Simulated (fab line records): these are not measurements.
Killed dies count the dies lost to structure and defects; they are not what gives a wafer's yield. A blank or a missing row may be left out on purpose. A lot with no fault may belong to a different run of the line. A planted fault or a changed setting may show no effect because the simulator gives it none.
fab line records ; flow n5Finfet ; part 2 of 2: steps 23 to 36 of 36
record: lots: 5; wafers: 15; lastDay: 17
route steps=1938 shown HKMG_FIN@392
lots that met no fault: taken from a fault-free run of the same line
startH: hours from the record's first day to the start of the lot's first wafer shown ; waitH: time in hours since the lot's previous step ; " as in the row above ; L1.1+2: a single row standing in for several wafers ; - value missing, or start not given ; * or withheld: withheld ; < > ~ a bound
route shown NAME@n: names a module that has steps shown in the file, with the first one's number in the route ; usual: the fault-free wafers' mean and standard deviation ; same: alike in all rows ; chamber/n: place in a boat ; sites: readings site by site ; _std_site: how widely they spread, as a standard deviation ; _edge_site: mean of outer sites minus mean of inner sites ; radiusMm: for every site, how far away it sits from the centre of the wafer ; mask NAME#n: copy n ; behind: the last tool/chamber to shape the wafer ; hold: the reason the lot was held/the length of the hold in hours/how it ended ; device: which transistor (n, p or np) failed to switch ; end of line: the route-end tests of the same wafers ; a step without rows: its recipe alone ; killed: dies lost to structure and defects at the first sort, not the wafer's yield ; map: the dies of a wafer, with x for killed, . for not killed, _ for no die there
set.NAME: the run value of the setting; set.NAME@STEP: its run value at that earlier step ; model.NAME: the simulator's own value behind a step, which no gauge read
lots seen at some steps along the route; tables by step, rows by wafer
services: when a tool's chamber went out of use (startH, in hours from the record's first day, below 0 if earlier), for how many hours, and the reason
== steps ==
step: N5_HKMG_FIN_RTA_80
recipe: tempC: withheld; timeS: 2; ambient: N2; idleTempC: 600; rampUpCPerS: 150; rampDownCPerS: 60; coolToC: 600
lot.wafer;tool;chamber;startH;waitH
L078.4+5+6;rtpAnneal-02;0;97.07;0.1
L089.3+4+5;rtpAnneal-01;0;166.04;0.2
L093.1+2+5;rtpAnneal-02;0;195.65;0.2
L094.2+3+6;rtpAnneal-02;0;198.73;0.1
L096.1+2+4;rtpAnneal-01;0;209.96;0.1
step: N5_HKMG_FIN_PRECLEAN_64
recipe: chemistry: dHF; timeS: 30; tempC: 25; dilution: withheld
lot.wafer;tool;chamber;startH;waitH
L078.4+5+6;wetBench-03;2,6,4;97.16;0.1
L089.3+4+5;wetBench-02;6,0,2;166.15;0.1
L093.1+2+5;wetBench-01;3,0,6;195.82;0.1
L094.2+3+6;wetBench-02;4,6,7;198.86;0.1
L096.1+2+4;wetBench-03;1,4,3;210.11;0.1
step: N5_HKMG_FIN_WET_ETCH_65
recipe: chemistry: TMAH; tempC: 70; concWtPct: 5; target: a-Si; stopOn: TiN; timeS: 49; targetDepthNm: 3
lot.wafer;tool;chamber;startH;waitH
L078.4+5+6;wetBench-03;2,6,4;97.17;0.0
L089.3+4+5;wetBench-02;6,0,2;166.16;0.0
L093.1+2+5;wetBench-01;3,0,6;195.83;0.0
L094.2+3+6;wetBench-02;4,6,7;198.87;0.0
L096.1+2+4;wetBench-03;1,4,3;210.13;0.0
step: N5_HKMG_FIN_WET_ETCH_81
recipe: chemistry: SC1; target: TiN; stopOn: HfO2; mix: 1:1:5; tempC: 60; timeS: 57; targetDepthNm: 6
lot.wafer;tool;chamber;startH;waitH
L078.4+5+6;wetBench-03;2,6,4;97.18;0.0
L089.3+4+5;wetBench-02;6,0,2;166.17;0.0
L093.1+2+5;wetBench-01;3,0,6;195.85;0.0
L094.2+3+6;wetBench-02;4,6,7;198.88;0.0
L096.1+2+4;wetBench-03;1,4,3;210.16;0.0
step: N5_HKMG_FIN_WET_ETCH_82
recipe: chemistry: dHCl; mix: 1:10000; tempC: 25; target: La2O3; stopOn: HfO2; targetDepthNm: 2; dry: ipaMarangoni; rinseTimeS: 30; rinseTempC: 23
lot.wafer;tool;chamber;startH;waitH
L078.4+5+6;wetBench-03;2,6,4;97.22;0.0
L089.3+4+5;wetBench-02;6,0,2;166.21;0.0
L093.1+2+5;wetBench-01;3,0,6;195.88;0.0
L094.2+3+6;wetBench-02;4,6,7;198.92;0.0
L096.1+2+4;wetBench-03;1,4,3;210.22;0.0
step: N5_HKMG_FIN_ALD_36
recipe: material: TiN; targetThkA: 10; tempC: 400; aldPrecursorFamily: TiCl4; aldCoReactant: NH3; pulseTimeS: 1; purgeTimeS: 3; coReactantPurgeTimeS: 2; coReactantPulseTimeS: 2; aldCycles: 47; pressureTorr: 3
usual: heaterPowerW: 914/95; precursorPulseHeightRel: 1.000/0.019
same: aldCycles: 47
lot.wafer;tool;chamber;startH;waitH;heaterPowerW;precursorPulseHeightRel
L078.4;aldMetal-04;0;97.28;0.0;1059;0.991
L078.5;aldMetal-04;2;97.28;0.0;987;1.015
L078.6;aldMetal-04;1;97.28;0.0;991;1.014
L089.3;aldMetal-04;2;166.27;0.0;944;1.047
L089.4;aldMetal-04;0;166.27;0.0;1081;0.997
L089.5;aldMetal-04;1;166.27;0.0;1003;1.000
L093.1;aldMetal-04;3;195.95;0.0;716;1.013
L093.2;aldMetal-04;0;195.95;0.0;1050;1.017
L093.5;aldMetal-04;0;195.95;0.0;1062;0.983
L094.2;aldMetal-02;2;198.98;0.0;925;1.004
L094.3;aldMetal-02;3;198.98;0.0;904;1.008
L094.6;aldMetal-02;2;198.98;0.0;923;0.995
L096.1;aldMetal-02;3;210.32;0.0;894;0.969
L096.2;aldMetal-02;0;210.32;0.0;963;0.988
L096.4;aldMetal-02;2;210.32;0.0;915;1.012
step: N5_HKMG_FIN_THK_MEAS_70
recipe: thkMeasGauge: xrf; reads: HfO2_of_HKMG_FIN_HK_ALD_01
usual: HK_THK: 1.617/0.019
lot.wafer;tool;chamber;startH;waitH;HK_THK[nm]
L078.4;filmMetro-01;-;97.56;0.2;1.589
L078.5;filmMetro-01;-;97.56;0.2;1.604
L078.6;filmMetro-01;-;97.56;0.2;1.628
L089.3;filmMetro-02;-;166.55;0.2;1.620
L089.4;filmMetro-02;-;166.55;0.2;1.601
L089.5;filmMetro-02;-;166.55;0.2;1.624
L093.1;filmMetro-01;-;196.23;0.2;1.596
L093.2;filmMetro-01;-;196.23;0.2;1.614
L093.5;filmMetro-01;-;196.23;0.2;1.606
L094.2;filmMetro-02;-;199.26;0.2;1.594
L094.3;filmMetro-02;-;199.26;0.2;1.635
L094.6;filmMetro-02;-;199.26;0.2;1.582
L096.1;filmMetro-02;-;210.60;0.2;1.642
L096.2;filmMetro-02;-;210.60;0.2;1.601
L096.4;filmMetro-02;-;210.60;0.2;1.644
step: N5_HKMG_FIN_PWFM_ALD_03
recipe: material: TiN; targetThkA: 20; tempC: 400; aldPrecursorFamily: TiCl4; aldCoReactant: NH3; pulseTimeS: 1; purgeTimeS: 3; coReactantPurgeTimeS: 2; coReactantPulseTimeS: 2; aldCycles: 91; pressureTorr: 3
usual: heaterPowerW: 905/97; precursorPulseHeightRel: 0.997/0.019
same: aldCycles: 91
lot.wafer;tool;chamber;startH;waitH;heaterPowerW;precursorPulseHeightRel
L078.4;aldMetal-02;0;97.60;0.0;929;1.009
L078.5;aldMetal-02;3;97.60;0.0;927;1.021
L078.6;aldMetal-02;2;97.60;0.0;932;0.981
L089.3;aldMetal-01;1;166.58;0.0;940;0.966
L089.4;aldMetal-01;0;166.58;0.0;887;0.995
L089.5;aldMetal-01;3;166.58;0.0;986;1.021
L093.1;aldMetal-01;0;196.26;0.0;856;0.989
L093.2;aldMetal-01;1;196.26;0.0;963;0.990
L093.5;aldMetal-01;0;196.26;0.0;874;0.980
L094.2;aldMetal-01;1;199.29;0.0;929;1.015
L094.3;aldMetal-01;3;199.29;0.0;1012;0.998
L094.6;aldMetal-01;3;199.29;0.0;996;1.021
L096.1;aldMetal-04;0;210.64;0.0;1063;0.982
L096.2;aldMetal-04;3;210.64;0.0;716;1.015
L096.4;aldMetal-04;2;210.64;0.0;965;0.989
step: N5_HKMG_FIN_COAT_29
recipe: resist: SOC; tempC: 250; timeS: 60; spinRpm: 1500; resistThkNm: 300
lot.wafer;tool;chamber;startH;waitH
L078.4+5+6;lithoTrack-01;0;98.07;0.2
L089.3+4+5;lithoTrack-01;0;167.05;0.2
L093.1+2+5;lithoTrack-01;0;196.73;0.2
L094.2+3+6;lithoTrack-04;0;199.76;0.2
L096.1+2+4;lithoTrack-03;0;211.11;0.2
step: N5_HKMG_FIN_COAT_30
recipe: resist: SiARC; tempC: 220; timeS: 60; spinRpm: 1500; resistThkNm: 35
lot.wafer;tool;chamber;startH;waitH
L078.4+5+6;lithoTrack-01;0;-;-
L089.3+4+5;lithoTrack-01;0;-;-
L093.1+2+5;lithoTrack-01;0;-;-
L094.2+3+6;lithoTrack-04;0;-;-
L096.1+2+4;lithoTrack-03;0;-;-
step: N5_HKMG_FIN_COAT_06
recipe: resist: CAR-ArF; spinRpm: 1500; resistThkNm: 90
lot.wafer;tool;chamber;startH;waitH
L078.4+5+6;lithoTrack-01;0;-;-
L089.3+4+5;lithoTrack-01;0;-;-
L093.1+2+5;lithoTrack-01;0;-;-
L094.2+3+6;lithoTrack-04;0;-;-
L096.1+2+4;lithoTrack-03;0;-;-
step: N5_HKMG_FIN_EBR_08
recipe: solvent: PGMEA; ebrWidthMm: 1.5
lot.wafer;tool;chamber;startH;waitH
L078.4+5+6;lithoTrack-01;0;-;-
L089.3+4+5;lithoTrack-01;0;-;-
L093.1+2+5;lithoTrack-01;0;-;-
L094.2+3+6;lithoTrack-04;0;-;-
L096.1+2+4;lithoTrack-03;0;-;-
step: N5_HKMG_FIN_SOFTBAKE_07
recipe: tempC: 110; timeS: 60; resist: CAR-ArF
lot.wafer;tool;chamber;startH;waitH
L078.4+5+6;lithoTrack-01;0;-;-
L089.3+4+5;lithoTrack-01;0;-;-
L093.1+2+5;lithoTrack-01;0;-;-
L094.2+3+6;lithoTrack-04;0;-;-
L096.1+2+4;lithoTrack-03;0;-;-
step: N5_HKMG_FIN_EXPOSE_09
recipe: maskId: NWFM; na: 1.35; sourceShape: conventional; sigmaOuter: 0.8; polarization: unpolarized; doseMj: 39.25
lot.wafer;tool;chamber;startH;waitH;mask
L078.4+5+6;arfiScanner-03;0;98.21;-;NWFM#0
L089.3+4+5;arfiScanner-02;0;167.18;-;NWFM#0
L093.1+2+5;arfiScanner-03;0;196.98;-;NWFM#0
L094.2+3+6;arfiScanner-03;0;199.89;-;NWFM#0
L096.1+2+4;arfiScanner-03;0;211.35;-;NWFM#0
== services ==
tool;chamber;startH;hours;kind
plasmaAsher-02;-;75.13;2.3;repair
arfiScanner-02;-;78.45;1.0;pm
arfiScanner-02;-;84.82;0.3;repair
thermalCvdSi-02;-;90.52;0.5;repair
arfiScanner-01;-;101.50;3.0;pm
arfiScanner-02;-;102.10;0.8;repair
arfiScanner-03;-;105.93;0.7;repair
arfiScanner-03;-;106.67;0.8;pm
wetBench-01;-;120.50;1.2;repair
arfiScanner-03;-;124.74;4.2;repair
arfiScanner-03;-;129.05;0.4;repair
aldMetal-04;-;139.48;1.1;repair
thermalCvdSi-02;-;145.96;14.6;pm
wetBench-02;-;158.65;4.3;repair
aldMetal-04;-;160.37;0.2;repair
rieDiel-04;-;164.74;4.3;pm
aldMetal-02;-;169.20;0.7;repair
aldMetal-04;1;170.41;27.5;repair
arfiScanner-03;-;183.54;1.0;pm
thermalCvdSi-02;0;189.57;6.9;repair
arfiScanner-03;-;191.22;1.3;pm
wetBench-01;-;197.08;1.9;pm
aldMetal-01;1;202.78;8.2;repair
plasmaAsher-01;-;206.19;1.9;repair
